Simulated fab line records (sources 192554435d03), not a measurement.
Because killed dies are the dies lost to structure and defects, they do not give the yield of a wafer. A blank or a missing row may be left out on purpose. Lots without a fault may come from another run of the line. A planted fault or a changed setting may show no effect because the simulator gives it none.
fab line records	flow n5-finfet
record lots=24	wafers=72	last-day=18
route steps=1938 shown BEOL_M1@787
lots with no fault: from the same line, run without faults
start-h: the number of hours between the record's first day and the start of the first shown wafer of the lot	wait-h: how many hours have passed since the lot's step before this one	" the same as in the row above	L1.1+2: several wafers, shown together as one row	- either no value or no given start	* or withheld: withheld	< > ~ a bound
route shown NAME@n: NAME is a module with steps in the file, n the number in the route of the first one	usual: mean/standard deviation taken from wafers without a fault	same: alike in all rows	chamber/n: place in a boat	sites: per-site readings	_std_site: the values' standard deviation	_edge_site: inner sites' mean taken away from outer sites' mean	radius-mm: for every site, how far away it sits from the centre of the wafer	mask NAME#n: copy n	behind: tool/chamber where the wafer was last shaped	hold: why the lot went on hold/how many hours it stayed there/how the hold came to an end	device: the transistor (n, p or np) that didn't switch	end of line: the route-end tests of the same wafers	for a step that has no rows: nothing shown but its recipe	killed: not the wafer's yield, but the dies lost to structure and defects at the first sort	map: the dies of a wafer, with x for killed, . for not killed, _ for no die there
set.NAME: the setting as run; set.NAME@STEP: as run at that earlier step	model.NAME: the simulator's own value behind a step, which no gauge read
steps of the route over a sample of lots; a table a step, a row a wafer
services: the hour from which a tool's chamber was out of use, counted from the record's first day as start-h (under 0 if before that day), plus the number of hours and why
## steps
# step N5_BEOL_M1_OVL_MEAS_29
# recipe points-per-wafer=522
# usual V0_OVL=0.4/0.68
lot.wafer	tool	chamber	start-h	wait-h	V0_OVL[nm]
L074.3	overlay-01	0	128.08	0.0	0.2
L074.4	"	0	"	"	-0.4
L074.6	"	0	"	"	0.2
L075.1	overlay-01	0	138.38	0.0	0.2
L075.2	"	0	"	"	0.6
L075.4	"	0	"	"	0.5
L076.2	overlay-02	0	142.95	0.0	0.6
L076.3	"	0	"	"	0.5
L076.5	"	0	"	"	0.3
L077.1	overlay-02	0	146.39	0.0	0.5
L077.3	"	0	"	"	1.0
L077.5	"	0	"	"	0.8
L078.1	overlay-02	0	149.34	0.0	-0.4
L078.3	"	0	"	"	-1.4
L078.6	"	0	"	"	-0.6
L079.3	overlay-01	0	160.64	0.0	0.4
L079.4	"	0	"	"	1.0
L079.5	"	0	"	"	0.9
L080.1	overlay-02	0	167.95	0.0	0.2
L080.3	"	0	"	"	1.7
L080.5	"	0	"	"	1.1
L081.2	overlay-02	0	168.34	0.0	0.7
L081.4	"	0	"	"	0.3
L081.6	"	0	"	"	0.2
L082.3	overlay-02	0	172.06	0.0	0.8
L082.5	"	0	"	"	0.4
L082.6	"	0	"	"	-0.3
L083.2	overlay-02	0	180.67	0.0	0.3
L083.4	"	0	"	"	0.8
L083.6	"	0	"	"	-0.3
L084.1	overlay-02	0	186.52	0.0	1.4
L084.4	"	0	"	"	1.4
L084.6	"	0	"	"	-0.2
L085.2	overlay-01	0	189.68	0.0	0.4
L085.3	"	0	"	"	0.0
L085.6	"	0	"	"	0.0
L086.2	overlay-02	0	198.22	0.0	2.0
L086.5	"	0	"	"	1.3
L086.6	"	0	"	"	1.2
L087.1	overlay-01	0	205.47	0.0	0.5
L087.2	"	0	"	"	1.1
L087.6	"	0	"	"	1.1
L088.4	overlay-01	0	213.23	0.0	-0.1
L088.5	"	0	"	"	-0.4
L088.6	"	0	"	"	-0.1
L090.2	overlay-02	0	219.42	0.0	0.8
L090.3	"	0	"	"	1.2
L090.4	"	0	"	"	1.0
L089.3	overlay-01	0	219.49	0.0	0.6
L089.4	"	0	"	"	-0.4
L089.5	"	0	"	"	-0.6
L091.1	overlay-01	0	227.88	0.0	-0.1
L091.2	"	0	"	"	0.9
L091.4	"	0	"	"	0.9
L092.3	overlay-02	0	232.26	0.0	-0.6
L092.5	"	0	"	"	1.1
L092.6	"	0	"	"	0.2
L093.1	overlay-01	0	236.15	0.0	0.4
L093.3	"	0	"	"	-0.7
L093.4	"	0	"	"	0.6
L094.1	overlay-01	0	244.29	0.0	0.4
L094.3	"	0	"	"	-0.2
L094.4	"	0	"	"	0.2
L095.2	overlay-02	0	250.30	0.0	-0.8
L095.3	"	0	"	"	-0.5
L095.4	"	0	"	"	0.1
L096.2	overlay-01	0	256.53	0.0	0.1
L096.3	"	0	"	"	0.1
L096.4	"	0	"	"	0.2
L097.2	overlay-01	0	260.14	0.0	-0.4
L097.4	"	0	"	"	-0.1
L097.5	"	0	"	"	0.5
# step N5_BEOL_M1_ETCH_69
# recipe chemistry=CF4	target=SiARC	target-depth-a=156	mask-material=CAR-EUV	time-s=26	ion-energy-ev=80	pressure-mtorr=40	source-w=545	bias-w=36	Ar_flow_sccm=100	cf4-flow-sccm=100	ends=cleared
# usual cf4-flow-sccm=99.97/0.28	chamber-pressure-mTorr=40.00/0.033	drypump-motor-current-A=6.0/0.46	etch-rf-on-time-s=26.0/0.47	oes-product-au=0.66/0.068	rf-vpp-V=183.8/1.2	showerhead-plenum-p-Torr=2.11/0.065	throttle-valve-pct=15.70/0.15
lot.wafer	tool	chamber	start-h	wait-h	cf4-flow-sccm	chamber-pressure-mTorr	drypump-motor-current-A	etch-rf-on-time-s	oes-product-au	rf-hours-counter-h	rf-vpp-V	showerhead-plenum-p-Torr	throttle-valve-pct
L074.3	rie-diel-02	2	128.21	0.0	100.40	40.01	6.7	26.4	0.61	201	181.7	2.04	15.77
L074.4	"	1	"	"	99.72	40.02	5.9	25.4	0.70	83	185.1	2.08	15.51
L074.6	"	3	"	"	100.00	40.03	5.3	25.4	0.73	-	184.0	2.08	15.66
L075.1	rie-diel-01	0	138.54	0.0	100.27	40.06	5.9	26.0	0.68	118	184.8	2.16	15.66
L075.2	"	1	"	"	99.39	39.98	6.3	25.3	0.79	19	185.4	2.10	15.68
L075.4	"	2	"	"	100.05	40.02	5.5	26.8	0.58	244	185.2	2.20	16.13
L076.2	rie-diel-01	1	143.08	0.0	99.81	39.96	6.3	25.0	0.79	19	183.0	2.10	15.69
L076.3	"	3	"	"	99.87	40.04	6.0	25.6	0.64	165	183.8	2.14	15.70
L076.5	"	1	"	"	99.76	40.01	6.3	25.1	0.79	-	184.7	2.10	15.69
L077.1	rie-diel-01	1	146.54	0.0	100.44	40.04	6.3	25.7	0.79	21	184.7	2.10	15.69
L077.3	"	2	"	"	100.37	40.02	5.5	26.5	0.59	246	185.6	2.19	16.13
L077.5	"	1	"	"	100.04	39.98	6.3	25.7	0.78	-	184.8	2.10	15.68
L078.1	rie-diel-02	0	149.49	0.0	100.36	39.95	6.5	26.1	0.59	223	186.3	2.20	15.74
L078.3	"	2	"	"	99.99	39.89	6.7	26.1	0.61	207	182.8	2.04	15.77
L078.6	"	2	"	"	99.88	39.98	6.8	26.0	0.61	-	181.9	2.04	15.80
L079.3	rie-diel-02	2	160.77	0.0	99.93	40.02	6.7	26.3	0.61	211	182.6	2.03	15.76
L079.4	"	3	"	"	99.87	40.00	5.3	25.4	0.72	68	183.8	2.08	15.68
L079.5	"	1	"	"	99.70	39.99	5.8	25.5	0.70	-	184.5	2.08	15.53
L080.1	rie-diel-03	2	168.19	0.0	99.77	40.01	5.9	26.2	0.60	213	181.3	2.12	15.94
L080.3	"	1	"	"	99.67	40.04	6.2	26.2	0.67	125	182.6	1.98	15.55
L080.5	"	1	"	"	99.80	40.01	6.2	26.3	0.66	-	182.2	1.98	15.52
L081.2	rie-diel-02	2	168.48	0.0	100.43	40.04	6.7	26.4	0.60	213	182.7	2.03	15.79
L081.4	"	3	"	"	99.60	40.01	5.3	25.6	0.71	71	182.2	2.08	15.67
L081.6	"	3	"	"	99.82	39.93	5.3	25.4	0.71	-	183.7	2.08	15.68
L082.3	rie-diel-02	1	172.20	0.0	99.70	39.97	5.9	25.4	0.69	96	183.1	2.08	15.53
L082.5	"	3	"	"	100.70	40.01	5.3	25.5	0.71	-	184.1	2.08	15.68
L082.6	"	0	"	"	99.95	40.02	6.5	26.5	0.58	-	184.3	2.20	15.74
L083.2	rie-diel-02	0	180.81	0.0	100.05	40.01	6.5	26.7	0.58	232	185.5	2.20	15.74
L083.4	"	1	"	"	100.04	40.05	5.9	25.2	0.69	99	183.9	2.08	15.54
L083.6	"	0	"	"	100.01	40.01	6.5	26.5	0.58	-	184.5	2.20	15.74
L084.1	rie-diel-02	0	186.66	0.0	99.51	40.00	6.5	26.7	0.58	233	184.6	2.20	15.74
L084.4	"	2	"	"	100.17	40.00	6.7	26.6	0.60	218	182.0	2.03	15.79
L084.6	"	0	"	"	99.67	40.00	6.5	26.7	0.58	-	185.7	2.20	15.74
L085.2	rie-diel-02	3	189.82	0.0	100.35	39.94	5.3	25.4	0.70	77	182.3	2.08	15.69
L085.3	"	0	"	"	100.09	40.01	6.5	26.9	0.58	234	183.3	2.20	15.75
L085.6	"	3	"	"	100.00	39.99	5.3	25.5	0.70	-	183.4	2.08	15.68
L086.2	rie-diel-02	0	198.35	0.0	100.17	40.03	6.5	26.9	0.57	237	185.2	2.20	15.75
L086.5	"	1	"	"	99.81	39.94	5.9	25.5	0.69	-	183.5	2.08	15.55
L086.6	"	2	"	"	100.16	39.98	6.7	26.4	0.60	-	184.1	2.03	15.79
L087.1	rie-diel-02	3	205.61	0.0	99.40	40.03	5.3	25.3	0.70	82	182.5	2.08	15.70
L087.2	"	1	"	"	100.37	40.00	5.8	25.5	0.68	106	183.7	2.08	15.56
L087.6	"	3	"	"	99.55	39.98	5.3	25.1	0.71	-	183.8	2.08	15.70
L088.4	rie-diel-02	3	213.36	0.0	100.05	40.01	5.3	25.8	0.70	84	183.1	2.08	15.71
L088.5	"	2	"	"	99.61	39.98	6.7	26.7	0.59	-	182.6	2.03	15.81
L088.6	"	1	"	"	100.36	40.03	5.9	25.9	0.68	-	184.4	2.07	15.57
L090.2	rie-diel-01	1	219.61	0.0	100.15	40.00	6.3	25.5	0.75	47	184.5	2.09	15.77
L090.3	"	0	"	"	99.97	40.02	5.9	26.1	0.65	145	184.2	2.15	15.72
L090.4	"	2	"	"	99.95	40.01	5.5	26.2	0.83	1	184.8	2.19	15.64
L089.3	rie-diel-01	1	219.72	0.0	100.13	40.01	6.3	25.5	0.75	47	184.9	2.09	15.74
L089.4	"	0	"	"	100.12	40.02	5.9	26.1	0.65	146	183.9	2.15	15.72
L089.5	"	1	"	"	100.27	40.04	6.3	25.6	0.75	-	183.5	2.09	15.73
L091.1	rie-diel-02	2	228.03	0.0	99.99	40.01	6.7	26.5	0.58	232	184.2	2.03	15.85
L091.2	"	0	"	"	99.99	40.04	6.4	26.8	0.57	245	183.9	2.19	15.77
L091.4	"	3	"	"	99.66	40.01	5.3	25.7	0.70	88	185.2	2.07	15.71
L092.3	rie-diel-02	1	232.39	0.0	100.23	40.04	5.9	25.7	0.68	114	181.8	2.07	15.57
L092.5	"	3	"	"	100.19	40.01	5.3	25.6	0.69	-	183.4	2.07	15.72
L092.6	"	0	"	"	99.97	39.96	6.5	26.9	0.58	-	185.8	2.19	15.78
L093.1	rie-diel-01	1	236.30	0.0	100.23	40.01	6.3	25.7	0.73	52	183.6	2.09	15.76
L093.3	"	0	"	"	99.87	40.04	5.9	26.1	0.65	151	183.5	2.14	15.73
L093.4	"	0	"	"	99.80	40.03	5.9	26.1	0.64	-	183.0	2.14	15.74
L094.1	rie-diel-01	3	244.44	0.0	100.19	40.09	6.0	25.6	0.62	197	184.0	2.13	15.78
L094.3	"	2	"	"	100.50	40.08	5.5	26.0	0.80	9	184.4	2.19	15.65
L094.4	"	0	"	"	100.02	40.03	5.9	25.9	0.65	153	184.3	2.14	15.73
L095.2	rie-diel-03	2	250.44	0.0	100.04	39.93	5.9	26.5	0.59	238	182.7	2.11	16.00
L095.3	"	0	"	"	100.53	39.97	5.8	26.2	0.68	88	184.3	2.16	15.74
L095.4	"	3	"	"	100.23	40.01	5.6	25.8	0.69	68	186.9	2.26	15.19
L096.2	rie-diel-03	1	256.67	0.0	100.10	39.95	6.2	26.4	0.64	151	183.4	1.97	15.61
L096.3	"	3	"	"	100.29	39.92	5.6	26.0	0.69	71	184.9	2.26	15.16
L096.4	"	2	"	"	99.44	39.96	6.0	26.3	0.58	240	183.6	2.11	15.98
L097.2	rie-diel-01	2	260.28	0.0	99.55	40.01	5.5	25.9	0.80	13	186.0	2.19	15.68
L097.4	"	0	"	"	100.03	40.01	5.9	26.3	0.64	158	181.8	2.14	15.75
L097.5	"	0	"	"	99.61	40.00	5.9	26.2	0.64	-	184.5	2.14	15.73
# step N5_BEOL_M1_ANNEAL_49
# recipe temp-c=400	time-s=240	ambient=vacuum
# usual heater-power-w=858/54
lot.wafer	tool	chamber	start-h	wait-h	heater-power-w
L074.3	pvd-sputter-03	-	134.10	0.0	861
L074.4	"	-	"	"	885
L074.6	"	-	"	"	813
L075.1	pvd-sputter-01	-	143.04	0.0	825
L075.2	"	-	"	"	838
L075.4	"	-	"	"	854
L076.2	pvd-sputter-02	-	145.53	0.0	936
L076.3	"	-	"	"	834
L076.5	"	-	"	"	955
L077.1	pvd-sputter-03	-	148.96	0.0	785
L077.3	"	-	"	"	911
L077.5	"	-	"	"	764
L078.1	pvd-sputter-03	-	161.29	0.0	792
L078.3	"	-	"	"	919
L078.6	"	-	"	"	861
L079.3	pvd-sputter-02	-	164.60	0.0	869
L079.4	"	-	"	"	899
L079.5	"	-	"	"	927
L080.1	pvd-sputter-03	-	170.89	0.0	790
L080.3	"	-	"	"	900
L080.5	"	-	"	"	945
L081.2	pvd-sputter-02	-	171.61	0.0	898
L081.4	"	-	"	"	847
L081.6	"	-	"	"	911
L082.3	pvd-sputter-02	-	174.27	0.0	801
L082.5	"	-	"	"	869
L082.6	"	-	"	"	961
L083.2	pvd-sputter-02	-	185.96	0.0	883
L083.4	"	-	"	"	954
L083.6	"	-	"	"	940
L084.1	pvd-sputter-03	-	192.50	0.0	909
L084.4	"	-	"	"	927
L084.6	"	-	"	"	831
L085.2	pvd-sputter-01	-	193.96	0.0	859
L085.3	"	-	"	"	809
L085.6	"	-	"	"	821
L086.2	pvd-sputter-01	-	212.67	0.0	797
L086.5	"	-	"	"	785
L086.6	"	-	"	"	818
L087.1	pvd-sputter-03	-	215.90	0.0	911
L087.2	"	-	"	"	808
L087.6	"	-	"	"	927
L088.4	pvd-sputter-01	-	219.38	0.0	823
L088.5	"	-	"	"	812
L088.6	"	-	"	"	855
L090.2	pvd-sputter-03	-	228.51	0.0	933
L090.3	"	-	"	"	802
L090.4	"	-	"	"	855
L089.3	pvd-sputter-02	-	228.68	0.0	901
L089.4	"	-	"	"	838
L089.5	"	-	"	"	925
L091.1	pvd-sputter-02	-	234.80	0.0	854
L091.2	"	-	"	"	887
L091.4	"	-	"	"	935
L092.3	pvd-sputter-03	-	236.65	0.0	920
L092.5	"	-	"	"	799
L092.6	"	-	"	"	834
L093.1	pvd-sputter-03	-	239.49	0.0	882
L093.3	"	-	"	"	952
L093.4	"	-	"	"	884
L094.1	pvd-sputter-01	-	246.98	0.0	786
L094.3	"	-	"	"	817
L094.4	"	-	"	"	842
L095.2	pvd-sputter-03	-	253.27	0.0	909
L095.3	"	-	"	"	838
L095.4	"	-	"	"	934
L096.2	pvd-sputter-01	-	260.56	0.0	833
L096.3	"	-	"	"	849
L096.4	"	-	"	"	815
L097.2	pvd-sputter-01	-	273.18	0.0	810
L097.4	"	-	"	"	863
L097.5	"	-	"	"	884
# step N5_BEOL_M1_SPUTTER_81
# recipe material=Cu	target-thk-a=45	temp-c=-20	chamber-pressure-pa=0.07	power-w=withheld	time-s=8.29
# usual throttle-valve-pct=30.0/1.2
lot.wafer	tool	chamber	start-h	wait-h	throttle-valve-pct
L074.3	pvd-sputter-03	-	134.46	0.1	31.1
L074.4	"	-	"	"	29.3
L074.6	"	-	"	"	30.3
L075.1	pvd-sputter-01	-	143.40	0.1	29.0
L075.2	"	-	"	"	29.5
L075.4	"	-	"	"	30.2
L076.2	pvd-sputter-02	-	145.89	0.1	32.8
L076.3	"	-	"	"	28.6
L076.5	"	-	"	"	32.8
L077.1	pvd-sputter-03	-	149.32	0.1	30.2
L077.3	"	-	"	"	29.2
L077.5	"	-	"	"	30.4
L078.1	pvd-sputter-03	-	161.65	0.1	30.2
L078.3	"	-	"	"	30.2
L078.6	"	-	"	"	30.9
L079.3	pvd-sputter-02	-	164.96	0.1	28.3
L079.4	"	-	"	"	28.1
L079.5	"	-	"	"	32.6
L080.1	pvd-sputter-03	-	171.25	0.1	30.1
L080.3	"	-	"	"	29.2
L080.5	"	-	"	"	30.2
L081.2	pvd-sputter-02	-	171.97	0.1	28.3
L081.4	"	-	"	"	28.8
L081.6	"	-	"	"	28.3
L082.3	pvd-sputter-02	-	174.63	0.1	31.2
L082.5	"	-	"	"	28.6
L082.6	"	-	"	"	32.6
L083.2	pvd-sputter-02	-	186.32	0.1	28.5
L083.4	"	-	"	"	32.5
L083.6	"	-	"	"	32.6
L084.1	pvd-sputter-03	-	192.86	0.1	29.3
L084.4	"	-	"	"	30.2
L084.6	"	-	"	"	31.3
L085.2	pvd-sputter-01	-	194.32	0.1	29.1
L085.3	"	-	"	"	29.2
L085.6	"	-	"	"	28.9
L086.2	pvd-sputter-01	-	213.03	0.1	29.0
L086.5	"	-	"	"	30.5
L086.6	"	-	"	"	29.1
L087.1	pvd-sputter-03	-	216.26	0.1	29.1
L087.2	"	-	"	"	30.3
L087.6	"	-	"	"	29.2
L088.4	pvd-sputter-01	-	219.74	0.1	29.2
L088.5	"	-	"	"	29.0
L088.6	"	-	"	"	29.8
L090.2	pvd-sputter-03	-	228.87	0.1	29.2
L090.3	"	-	"	"	30.1
L090.4	"	-	"	"	31.1
L089.3	pvd-sputter-02	-	229.04	0.1	28.4
L089.4	"	-	"	"	28.3
L089.5	"	-	"	"	32.6
L091.1	pvd-sputter-02	-	235.16	0.1	28.7
L091.2	"	-	"	"	28.0
L091.4	"	-	"	"	32.6
L092.3	pvd-sputter-03	-	237.01	0.1	30.1
L092.5	"	-	"	"	30.3
L092.6	"	-	"	"	30.9
L093.1	pvd-sputter-03	-	239.85	0.1	29.2
L093.3	"	-	"	"	29.9
L093.4	"	-	"	"	31.1
L094.1	pvd-sputter-01	-	247.34	0.1	30.0
L094.3	"	-	"	"	29.2
L094.4	"	-	"	"	29.8
L095.2	pvd-sputter-03	-	253.63	0.1	29.1
L095.3	"	-	"	"	31.3
L095.4	"	-	"	"	30.2
L096.2	pvd-sputter-01	-	260.92	0.1	29.5
L096.3	"	-	"	"	30.0
L096.4	"	-	"	"	29.0
L097.2	pvd-sputter-01	-	273.54	0.1	28.9
L097.4	"	-	"	"	30.1
L097.5	"	-	"	"	29.2
# step N5_BEOL_M1_SPUTTER_86
# recipe material=Cu	target-thk-a=45	temp-c=-20	chamber-pressure-pa=0.07	power-w=withheld	time-s=8.29
# usual throttle-valve-pct=30.0/1.2
lot.wafer	tool	chamber	start-h	wait-h	throttle-valve-pct
L074.3	pvd-sputter-03	-	134.68	0.1	31.1
L074.4	"	-	"	"	29.4
L074.6	"	-	"	"	30.3
L075.1	pvd-sputter-01	-	143.62	0.1	29.3
L075.2	"	-	"	"	29.5
L075.4	"	-	"	"	30.1
L076.2	pvd-sputter-02	-	146.11	0.1	32.6
L076.3	"	-	"	"	28.9
L076.5	"	-	"	"	32.6
L077.1	pvd-sputter-03	-	149.54	0.1	30.2
L077.3	"	-	"	"	29.1
L077.5	"	-	"	"	30.1
L078.1	pvd-sputter-03	-	161.87	0.1	30.6
L078.3	"	-	"	"	30.4
L078.6	"	-	"	"	31.3
L079.3	pvd-sputter-02	-	165.18	0.1	28.5
L079.4	"	-	"	"	28.3
L079.5	"	-	"	"	32.6
L080.1	pvd-sputter-03	-	171.47	0.1	30.6
L080.3	"	-	"	"	29.1
L080.5	"	-	"	"	29.9
L081.2	pvd-sputter-02	-	172.19	0.1	28.4
L081.4	"	-	"	"	28.7
L081.6	"	-	"	"	28.4
L082.3	pvd-sputter-02	-	174.85	0.1	31.3
L082.5	"	-	"	"	28.6
L082.6	"	-	"	"	32.7
L083.2	pvd-sputter-02	-	186.54	0.1	28.1
L083.4	"	-	"	"	32.8
L083.6	"	-	"	"	32.8
L084.1	pvd-sputter-03	-	193.08	0.1	29.1
L084.4	"	-	"	"	30.0
L084.6	"	-	"	"	31.0
L085.2	pvd-sputter-01	-	194.54	0.1	29.3
L085.3	"	-	"	"	29.1
L085.6	"	-	"	"	29.1
L086.2	pvd-sputter-01	-	213.25	0.1	28.9
L086.5	"	-	"	"	30.2
L086.6	"	-	"	"	29.1
L087.1	pvd-sputter-03	-	216.48	0.1	29.1
L087.2	"	-	"	"	30.1
L087.6	"	-	"	"	29.3
L088.4	pvd-sputter-01	-	219.96	0.1	29.1
L088.5	"	-	"	"	29.1
L088.6	"	-	"	"	29.8
L090.2	pvd-sputter-03	-	229.09	0.1	28.9
L090.3	"	-	"	"	30.1
L090.4	"	-	"	"	31.1
L089.3	pvd-sputter-02	-	229.26	0.1	28.3
L089.4	"	-	"	"	29.0
L089.5	"	-	"	"	33.0
L091.1	pvd-sputter-02	-	235.38	0.1	28.7
L091.2	"	-	"	"	28.3
L091.4	"	-	"	"	32.7
L092.3	pvd-sputter-03	-	237.23	0.1	29.9
L092.5	"	-	"	"	30.5
L092.6	"	-	"	"	31.1
L093.1	pvd-sputter-03	-	240.07	0.1	29.1
L093.3	"	-	"	"	30.3
L093.4	"	-	"	"	31.2
L094.1	pvd-sputter-01	-	247.56	0.1	30.4
L094.3	"	-	"	"	29.2
L094.4	"	-	"	"	30.1
L095.2	pvd-sputter-03	-	253.85	0.1	29.3
L095.3	"	-	"	"	31.2
L095.4	"	-	"	"	30.3
L096.2	pvd-sputter-01	-	261.14	0.1	29.3
L096.3	"	-	"	"	29.9
L096.4	"	-	"	"	29.3
L097.2	pvd-sputter-01	-	273.76	0.1	29.2
L097.4	"	-	"	"	30.2
L097.5	"	-	"	"	29.4
# step N5_BEOL_M1_CMP_52
# recipe stop-on=SiOC	t-overpolish-s=6.8	down-force-psi=1	platen-rpm=50	clearing-platen-down-force-psi=1.5	clearing-platen-rpm=50	post-cmp-clean=cu-alkaline	target-thk-nm=40	clearing-platen-pad-velocity-m-s=0.99484	pad-velocity-m-s=0.99484
# usual barrier-field-endpoint-s=24.8/0.51	clearing-platen-rpm=50.000/0.027	head-pressure-psi=1.0000/0.0021	motor-current-A=6.0/0.46	overpolish-run-s=6.799/0.0083	time-to-endpoint-s=63.1/2.8
lot.wafer	tool	chamber	start-h	wait-h	barrier-field-endpoint-s	clearing-platen-rpm	head-pressure-psi	motor-current-A	overpolish-run-s	time-to-endpoint-s
L074.3	cmp-01	0	136.33	0.2	24.7	49.984	1.0033	6.3	6.806	60.5
L074.4	"	2	"	"	25.1	50.040	0.9987	5.7	6.807	61.7
L074.6	"	3	"	"	25.4	50.065	0.9990	6.4	6.813	63.1
L075.4	cmp-01	1	145.27	0.2	25.2	49.968	0.9990	5.3	6.798	62.3
L075.2	"	2	"	"	24.8	50.000	1.0005	5.9	6.802	62.9
L075.1	"	3	"	"	23.9	50.003	0.9994	6.5	6.807	62.5
L076.3	cmp-01	0	147.74	0.2	24.1	50.011	1.0003	6.3	6.791	62.5
L076.2	"	1	"	"	24.9	50.006	0.9990	5.2	6.793	64.1
L076.5	"	3	"	"	25.0	49.975	1.0005	6.2	6.794	63.0
L077.3	cmp-01	3	160.95	0.2	24.6	50.024	0.9995	6.4	6.793	62.3
L077.1	"	1	"	"	25.0	49.962	1.0008	5.0	6.785	63.6
L077.5	"	3	"	"	25.0	50.000	0.9989	6.4	6.794	60.5
L078.3	cmp-04	0	163.98	0.2	24.5	49.966	1.0003	5.4	6.794	65.0
L078.1	"	1	"	"	24.6	49.980	1.0010	6.4	6.811	63.7
L078.6	"	3	"	"	25.6	49.959	0.9949	6.0	6.789	66.2
L079.3	cmp-04	2	167.70	0.2	26.4	49.982	0.9998	6.0	6.804	68.2
L079.4	"	3	"	"	25.5	49.973	0.9988	6.0	6.798	64.4
L079.5	"	1	"	"	25.3	49.986	1.0016	6.4	6.799	64.0
L080.1	cmp-01	0	174.56	0.3	24.1	50.028	1.0008	5.9	6.791	58.9
L080.3	"	2	"	"	25.0	50.015	0.9996	5.9	6.799	62.5
L080.5	"	0	"	"	25.2	50.002	1.0031	6.1	6.787	61.6
L081.4	cmp-01	3	175.10	0.1	25.3	49.991	1.0000	6.5	6.802	69.0
L081.2	"	1	"	"	25.8	50.017	0.9976	5.2	6.788	69.3
L081.6	"	0	"	"	25.0	49.967	1.0020	6.0	6.798	65.2
L082.3	cmp-03	2	178.98	0.2	24.1	49.995	0.9992	5.7	6.795	60.7
L082.5	"	0	"	"	24.9	50.030	0.9997	6.4	6.792	64.7
L082.6	"	1	"	"	24.5	49.981	0.9999	6.8	6.802	61.8
L083.4	cmp-04	2	188.17	0.2	25.1	49.993	1.0021	6.0	6.811	62.4
L083.2	"	0	"	"	24.0	49.983	1.0018	5.4	6.797	61.1
L083.6	"	2	"	"	24.9	49.998	0.9990	5.8	6.803	61.5
L084.4	cmp-04	0	194.67	0.1	24.7	50.019	0.9993	5.3	6.798	62.1
L084.1	"	2	"	"	24.2	50.003	1.0019	5.8	6.787	65.3
L084.6	"	0	"	"	24.6	50.022	0.9993	5.2	6.814	61.5
L085.2	cmp-03	1	196.21	0.3	24.0	50.022	0.9975	7.0	6.805	63.1
L085.3	"	2	"	"	25.4	50.058	1.0029	6.0	6.792	68.5
L085.6	"	0	"	"	24.5	49.950	1.0010	6.4	6.808	63.1
L086.2	cmp-01	2	215.02	0.4	24.4	49.990	0.9992	5.6	6.789	62.5
L086.5	"	3	"	"	24.6	50.038	1.0016	6.4	6.809	62.7
L086.6	"	0	"	"	24.2	50.019	1.0015	6.5	6.807	58.3
L087.2	cmp-04	0	218.24	0.2	23.6	49.961	1.0033	5.2	6.799	54.1
L087.1	"	2	"	"	24.5	49.970	0.9959	5.9	6.797	62.2
L087.6	"	3	"	"	24.5	50.006	0.9968	6.1	6.799	61.8
L088.4	cmp-03	1	221.63	0.2	25.4	49.982	1.0013	7.1	6.798	66.3
L088.5	"	3	"	"	24.6	49.976	0.9984	5.9	6.802	63.5
L088.6	"	0	"	"	25.2	50.039	1.0043	6.5	6.807	65.7
L090.3	cmp-04	2	230.74	0.2	25.1	49.951	1.0011	5.9	6.794	65.3
L090.4	"	3	"	"	25.4	50.006	0.9999	6.2	6.791	68.0
L090.2	"	0	"	"	24.5	50.038	0.9989	5.2	6.804	61.0
L089.4	cmp-04	3	230.97	0.1	24.9	50.009	1.0001	5.9	6.788	62.2
L089.3	"	1	"	"	25.6	49.937	1.0031	6.1	6.793	66.7
L089.5	"	3	"	"	25.9	49.992	1.0035	6.2	6.813	65.9
L091.2	cmp-01	0	236.97	0.2	24.0	49.962	0.9997	6.5	6.808	60.5
L091.4	"	2	"	"	25.2	50.014	1.0009	5.9	6.800	61.0
L091.1	"	3	"	"	24.5	50.051	1.0014	6.5	6.786	61.2
L092.3	cmp-04	1	239.06	0.2	24.2	50.045	0.9979	6.4	6.794	60.8
L092.5	"	1	"	"	24.3	50.032	0.9998	6.2	6.793	61.3
L092.6	"	2	"	"	24.9	49.970	0.9984	5.8	6.797	65.8
L093.3	cmp-04	3	241.67	0.2	24.6	49.988	0.9994	5.8	6.805	68.3
L093.1	"	0	"	"	23.9	49.985	0.9958	5.3	6.799	64.3
L093.4	"	2	"	"	24.7	49.967	1.0009	5.9	6.812	64.9
L094.4	cmp-03	2	249.19	0.2	25.1	50.033	1.0021	5.5	6.798	67.9
L094.1	"	3	"	"	24.4	49.999	1.0010	6.1	6.803	60.6
L094.3	"	0	"	"	24.0	50.019	0.9984	6.2	6.803	63.2
L095.3	cmp-04	2	255.44	0.2	25.2	50.030	1.0004	5.8	6.792	66.6
L095.4	"	3	"	"	24.8	50.024	1.0017	6.0	6.799	64.3
L095.2	"	1	"	"	24.6	50.031	1.0008	6.4	6.789	63.9
L096.3	cmp-03	3	262.73	0.2	25.7	49.975	0.9966	6.1	6.799	61.1
L096.4	"	0	"	"	25.3	49.974	0.9981	6.1	6.793	60.9
L096.2	"	2	"	"	25.7	50.005	0.9999	5.4	6.797	64.8
L097.4	cmp-03	0	275.39	0.2	24.6	49.958	1.0005	6.6	6.808	60.8
L097.2	"	2	"	"	25.0	49.985	1.0014	5.8	6.802	61.6
L097.5	"	0	"	"	24.6	49.952	1.0002	6.3	6.794	60.0
## services
tool	chamber	start-h	hours	kind
cmp-03	-	117.32	4.7	pm
cmp-04	-	122.56	4.4	pm
cmp-01	-	136.68	6.1	pm
cmp-01	-	172.97	1.5	repair
cmp-04	-	178.05	2.9	repair
cmp-04	-	184.62	0.4	repair
rie-diel-01	2	187.71	-	clean
rie-diel-01	2	187.71	-	consumable-replace:focus-ring
rie-diel-01	2	187.71	28.1	scheduled-down
rie-diel-01	2	187.71	28.1	vent-cycle
cmp-03	-	207.00	12.5	pm
cmp-04	-	208.67	0.8	repair
cmp-03	-	229.51	4.0	pm
rie-diel-01	3	229.61	8.4	repair
cmp-03	-	233.51	-	consumable-replace:conditioner
cmp-03	-	233.51	-	consumable-replace:pad
rie-diel-03	2	257.83	5.3	repair
rie-diel-02	0	263.58	-	clean
rie-diel-02	0	263.58	-	consumable-replace:focus-ring
rie-diel-02	0	263.58	23.1	scheduled-down
rie-diel-02	0	263.58	23.1	vent-cycle
cmp-01	-	269.07	5.5	pm
## key
fault none
